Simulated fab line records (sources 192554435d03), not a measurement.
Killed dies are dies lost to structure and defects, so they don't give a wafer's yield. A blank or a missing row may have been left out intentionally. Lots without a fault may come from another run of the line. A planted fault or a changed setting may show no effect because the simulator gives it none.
What tool caused it? -- flow n5Finfet -- 69 wafers from 23 lots sampled at 5 of the route's 1938 steps

## WHAT THE GAUGES READ, wafer by wafer
N5_HKMG_FIN_CD_MEAS_12 targets a cd of 92.8 nm.
lot,measured,on,cdNm (nm)
L074,day 4 06:52,cdSem-03,92.1 91.9 92.8
L075,day 4 09:30,cdSem-01,93.7 94.1 93.2
L076,day 4 14:24,cdSem-03,93.4 92.8 93.3
L077,day 4 21:35,cdSem-03,93.4 93.5 92.7
L078,day 5 03:28,cdSem-01,91.5 91.7 91.6
L079,day 5 08:05,cdSem-02,92.6 93.7 93.9
L080,day 5 17:42,cdSem-03,93.5 94.2 93.8
L081,day 5 21:44,cdSem-01,92.6 93.1 93.0
L082,day 6 03:53,cdSem-01,92.6 92.4 92.3
L083,day 6 12:10,cdSem-01,92.8 92.4 93.0
L084,day 6 17:36,cdSem-01,93.0 92.3 93.2
L085,day 7 02:09,cdSem-02,93.4 93.2 92.5
L086,day 7 05:50,cdSem-02,93.1 92.6 92.8
L087,day 7 12:20,cdSem-01,92.4 92.6 92.7
L088,day 7 14:58,cdSem-01,93.5 93.3 92.5
L089,day 7 21:50,cdSem-02,92.3 92.2 93.2
L090,day 8 03:55,cdSem-03,92.2 92.7 93.0
L093,day 9 00:40,cdSem-03,93.7 93.5 94.1
L094,day 9 02:40,cdSem-01,92.3 92.0 92.6
L095,day 9 09:12,cdSem-03,93.1 93.8 93.7
L096,day 9 17:31,cdSem-02,93.1 93.5 92.5
L097,day 9 21:43,cdSem-02,93.1 92.5 92.5
L091,day 10 00:13,cdSem-03,92.3 93.6 93.7

N5_GATE_CUT_OVL_MEAS_14.
lot,measured,on,GATE_CUT_OVL (nm)
L074,day 4 15:32,overlay-02,0.3 0.4 2.1
L075,day 4 18:53,overlay-01,-0.4 0.8 -0.8
L076,day 5 00:28,overlay-01,1.3 0.6 0.3
L077,day 5 06:46,overlay-02,0.0 1.0 -0.2
L078,day 5 11:50,overlay-02,0.5 0.3 0.1
L079,day 5 16:44,overlay-02,0.6 -0.8 0.2
L080,day 6 02:23,overlay-02,0.2 -0.7 2.0
L081,day 6 05:56,overlay-02,0.0 0.7 -0.7
L082,day 6 12:20,overlay-02,1.3 0.5 -0.6
L083,day 6 21:13,overlay-01,-0.9 0.1 -0.1
L084,day 7 03:04,overlay-01,0.9 1.1 -0.2
L085,day 7 10:45,overlay-02,0.1 -0.8 0.1
L086,day 7 14:17,overlay-01,1.3 1.1 1.5
L087,day 7 20:47,overlay-02,-1.2 -0.7 -0.3
L088,day 8 00:12,overlay-01,-1.0 -1.0 -0.9
L089,day 8 06:32,overlay-02,0.2 -0.8 0.4
L090,day 8 12:12,overlay-02,-0.8 0.9 0.8
L093,day 9 09:24,overlay-01,1.2 1.4 -0.8
L094,day 9 11:11,overlay-02,1.0 -0.9 -1.1
L095,day 9 17:35,overlay-01,0.7 0.6 1.0
L096,day 10 01:53,overlay-01,-1.5 -0.7 0.1
L097,day 10 06:17,overlay-02,-1.5 -0.2 0.7
L091,day 10 08:34,overlay-02,-0.5 -0.2 -0.2

## WHICH TOOL RAN EACH LOT (tool, then ch and the chambers of the sampled wafers, then the start)
lot,N5_HKMG_FIN_ETCH_58,N5_HKMG_FIN_STRIP_60,N5_HKMG_FIN_ETCHBACK_68
L074,"rieDiel-01 ch 0,1,2, day 4 03:53","plasmaAsher-01 ch 0,1, day 4 04:28","rieMetal-01 ch 1, day 4 09:55"
L075,"rieDiel-04 ch 0,1,3, day 4 06:31","plasmaAsher-01 ch 0,1, day 4 07:06","rieMetal-02 ch 0,1, day 4 12:34"
L076,"rieDiel-04 ch 0,2,3, day 4 11:09","plasmaAsher-02 ch 0,1, day 4 11:53","rieMetal-02 ch 0,1, day 4 17:06"
L077,"rieDiel-01 ch 0,2,3, day 4 18:19","plasmaAsher-02 ch 1, day 4 18:56","rieMetal-02 ch 0,1, day 5 00:19"
L078,"rieDiel-04 ch 0,3, day 5 00:23","plasmaAsher-01 ch 0,1, day 5 01:04","rieMetal-01 ch 1, day 5 06:23"
L079,"rieDiel-02 ch 1,2, day 5 05:04","plasmaAsher-01 ch 0,1, day 5 05:38","rieMetal-01 ch 1, day 5 10:47"
L080,"rieDiel-02 ch 0,1, day 5 14:43","plasmaAsher-01 ch 0,1, day 5 15:18","rieMetal-01 ch 1, day 5 20:29"
L081,"rieDiel-01 ch 0,2,3, day 5 18:45","plasmaAsher-01 ch 0,1, day 5 19:20","rieMetal-02 ch 0,1, day 6 00:26"
L082,"rieDiel-04 ch 0,2,3, day 6 00:56","plasmaAsher-01 ch 0, day 6 01:31","rieMetal-03 ch 0,1, day 6 06:40"
L083,"rieDiel-01 ch 0,1,2, day 6 09:17","plasmaAsher-02 ch 0, day 6 09:51","rieMetal-01 ch 1, day 6 14:55"
L084,"rieDiel-04 ch 1,2, day 6 14:28","plasmaAsher-02 ch 0,1, day 6 15:02","rieMetal-02 ch 0,1, day 6 20:37"
L085,"rieDiel-04 ch 0,2,3, day 6 23:10","plasmaAsher-01 ch 0,1, day 6 23:44","rieMetal-01 ch 1, day 7 05:05"
L086,"rieDiel-04 ch 0,1,2, day 7 02:37","plasmaAsher-02 ch 0,1, day 7 03:11","rieMetal-03 ch 0,1, day 7 08:40"
L087,"rieDiel-01 ch 0,2,3, day 7 09:19","plasmaAsher-02 ch 0,1, day 7 09:53","rieMetal-02 ch 0,1, day 7 15:11"
L088,"rieDiel-01 ch 0,1,2, day 7 11:56","plasmaAsher-01 ch 0,1, day 7 12:31","rieMetal-01 ch 0,1, day 7 17:43"
L089,"rieDiel-02 ch 0,2, day 7 18:40","plasmaAsher-02 ch 0,1, day 7 19:15","rieMetal-02 ch 1, day 8 00:32"
L090,"rieDiel-02 ch 2,3, day 8 00:56","plasmaAsher-01 ch 0,1, day 8 01:31","rieMetal-03 ch 0, day 8 06:44"
L093,"rieDiel-04 ch 1,2, day 8 21:49","plasmaAsher-02 ch 0,1, day 8 22:31","rieMetal-03 ch 0,1, day 9 03:37"
L094,"rieDiel-01 ch 0,3, day 8 23:49","plasmaAsher-02 ch 0,1, day 9 00:23","rieMetal-03 ch 0,1, day 9 05:47"
L095,"rieDiel-04 ch 1,2, day 9 05:58","plasmaAsher-01 ch 0,1, day 9 06:47","rieMetal-01 ch 0, day 9 11:54"
L096,"rieDiel-02 ch 0,1,3, day 9 14:30","plasmaAsher-02 ch 0,1, day 9 15:05","rieMetal-02 ch 0,1, day 9 20:25"
L097,"rieDiel-02 ch 0,1, day 9 18:43","plasmaAsher-02 ch 0,1, day 9 19:25","rieMetal-01 ch 0,1, day 10 00:53"
L091,"rieDiel-04 ch 0,1,2, day 9 21:14","plasmaAsher-01 ch 0,1, day 9 21:55","rieMetal-01 ch 0,1, day 10 03:01"
- N5_HKMG_FIN_ETCH_58: etches SOC in N2/H2, target depth 215.8 nm, time 741 s.
- N5_HKMG_FIN_STRIP_60: strips in N2/H2, time 360 s.
- N5_HKMG_FIN_ETCHBACK_68: etches the open film in Cl2/Ar, stops on HfO2, target depth 0.5 nm.

## AS READ BY THE TOOLS THEMSELVES (means over the sampled wafers that have a number; for cases with no such wafer, the mark the record gives instead)
N5_HKMG_FIN_ETCH_58.
lot,tool,drypumpMotorCurrentA (A),oesProductAu (a.u.),rfFwdPowerW (W),rfVppV (V),showerheadPlenumPTorr (Torr),throttleValvePct (%)
L074,rieDiel-01,5.9,0.82,874.8,98.7,2.51,17.87
L075,rieDiel-04,5.5,0.77,872.2,97.5,2.58,17.84
L076,rieDiel-04,5.6,0.77,875.7,98.7,2.57,17.72
L077,rieDiel-01,6.1,0.75,876.4,99.3,2.51,17.85
L078,rieDiel-04,5.4,0.73,873.1,99.6,2.56,17.81
L079,rieDiel-02,6.1,0.79,875.1,99.3,2.57,17.84
L080,rieDiel-02,6.1,0.91,872.6,98.6,2.58,17.60
L081,rieDiel-01,6.0,0.76,874.6,98.6,2.51,17.87
L082,rieDiel-04,5.6,0.75,874.0,98.5,2.57,17.73
L083,rieDiel-01,5.9,0.80,876.0,99.3,2.50,17.90
L084,rieDiel-04,5.9,0.82,877.0,98.4,2.57,17.64
L085,rieDiel-04,5.6,0.74,875.3,99.5,2.56,17.75
L086,rieDiel-04,5.6,0.79,876.8,99.2,2.56,17.75
L087,rieDiel-01,6.1,0.73,871.5,98.8,2.50,17.90
L088,rieDiel-01,5.9,0.79,875.0,99.4,2.50,17.91
L089,rieDiel-02,6.5,0.80,876.7,99.7,2.63,17.96
L090,rieDiel-02,5.7,0.73,874.3,99.8,2.56,17.77
L093,rieDiel-04,5.7,0.81,874.1,99.0,2.57,17.83
L094,rieDiel-01,6.5,0.70,874.0,99.1,2.54,17.89
L095,rieDiel-04,5.7,0.80,872.5,99.0,2.57,17.84
L096,rieDiel-02,5.8,0.79,872.1,99.7,2.54,17.65
L097,rieDiel-02,5.9,0.81,870.9,100.4,2.54,17.71
L091,rieDiel-04,5.6,0.76,874.8,99.1,2.55,17.77

N5_HKMG_FIN_STRIP_60.
lot,tool,drypumpMotorCurrentA (A),heaterPowerW (W)
L074,plasmaAsher-01,5.60,492
L075,plasmaAsher-01,5.55,479
L076,plasmaAsher-02,5.09,511
L077,plasmaAsher-02,5.16,521
L078,plasmaAsher-01,5.59,496
L079,plasmaAsher-01,5.54,478
L080,plasmaAsher-01,5.60,491
L081,plasmaAsher-01,5.54,486
L082,plasmaAsher-01,5.47,472
L083,plasmaAsher-02,4.96,484
L084,plasmaAsher-02,5.10,512
L085,plasmaAsher-01,5.60,495
L086,plasmaAsher-02,5.09,501
L087,plasmaAsher-02,5.09,502
L088,plasmaAsher-01,5.53,481
L089,plasmaAsher-02,5.03,498
L090,plasmaAsher-01,5.63,482
L093,plasmaAsher-02,5.08,505
L094,plasmaAsher-02,5.09,506
L095,plasmaAsher-01,5.55,482
L096,plasmaAsher-02,5.08,512
L097,plasmaAsher-02,5.09,511
L091,plasmaAsher-01,5.54,483

N5_HKMG_FIN_ETCHBACK_68.
lot,tool,drypumpMotorCurrentA (A),oes_ar_750_au (a.u.),oesProductAu (a.u.),rfFwdPowerW (W),throttleValvePct (%)
L074,rieMetal-01,5.7,0.77,0.77,594.8,20.3
L075,rieMetal-02,6.1,0.71,0.70,595.8,20.6
L076,rieMetal-02,5.6,0.71,0.67,597.2,20.6
L077,rieMetal-02,6.0,0.71,0.69,597.7,20.6
L078,rieMetal-01,5.7,0.76,0.77,597.3,20.3
L079,rieMetal-01,5.7,0.76,0.76,599.6,20.3
L080,rieMetal-01,5.7,0.76,0.76,595.9,20.3
L081,rieMetal-02,6.1,0.71,0.69,597.4,20.6
L082,rieMetal-03,5.4,0.68,0.68,596.5,21.0
L083,rieMetal-01,5.7,0.75,0.75,595.2,20.3
L084,rieMetal-02,5.6,0.70,0.68,596.3,20.6
L085,rieMetal-01,5.7,0.74,0.75,596.7,20.3
L086,rieMetal-03,5.4,0.68,0.68,598.5,21.0
L087,rieMetal-02,6.1,0.70,0.68,597.9,20.6
L088,rieMetal-01,5.7,0.72,0.72,596.2,20.7
L089,rieMetal-02,6.4,0.71,0.64,595.6,20.6
L090,rieMetal-03,5.7,0.59,0.60,599.8,21.1
L093,rieMetal-03,5.5,0.67,0.67,596.7,21.0
L094,rieMetal-03,5.4,0.67,0.67,598.3,21.0
L095,rieMetal-01,5.7,0.66,0.67,595.7,21.4
L096,rieMetal-02,5.6,0.69,0.67,596.0,20.6
L097,rieMetal-01,5.7,0.71,0.69,597.2,20.7
L091,rieMetal-01,5.7,0.70,0.71,595.6,20.7

## THE ANSWER, worked out from the rows above alone
Rule: the lots themselves supply what counts as usual. Put in order of their means at a reading, lots are off if they are a third of the lots or fewer, leave a main group of 4 or more, and stand apart from it by a gap of 3 or more times the standard deviation of the main group's means; of several such gaps the widest counts. The tables above print the reading to a certain number of digits; a main group whose means all agree to those digits is not used. A lot without any number at a reading at which 4 lots or more have one is off too. Any other lot the step has rows for is counted as sound. First the gauges in route order, then the tools' own readings, where a lot's mean is used as printed above. At the first step where some lot is off, the reading lying furthest off is the one used; lots without a number count as furthest.
No lot is off on any of the readings shown, so nothing can be concluded from this.

## WHAT THE SIMULATOR HAD INSERTED
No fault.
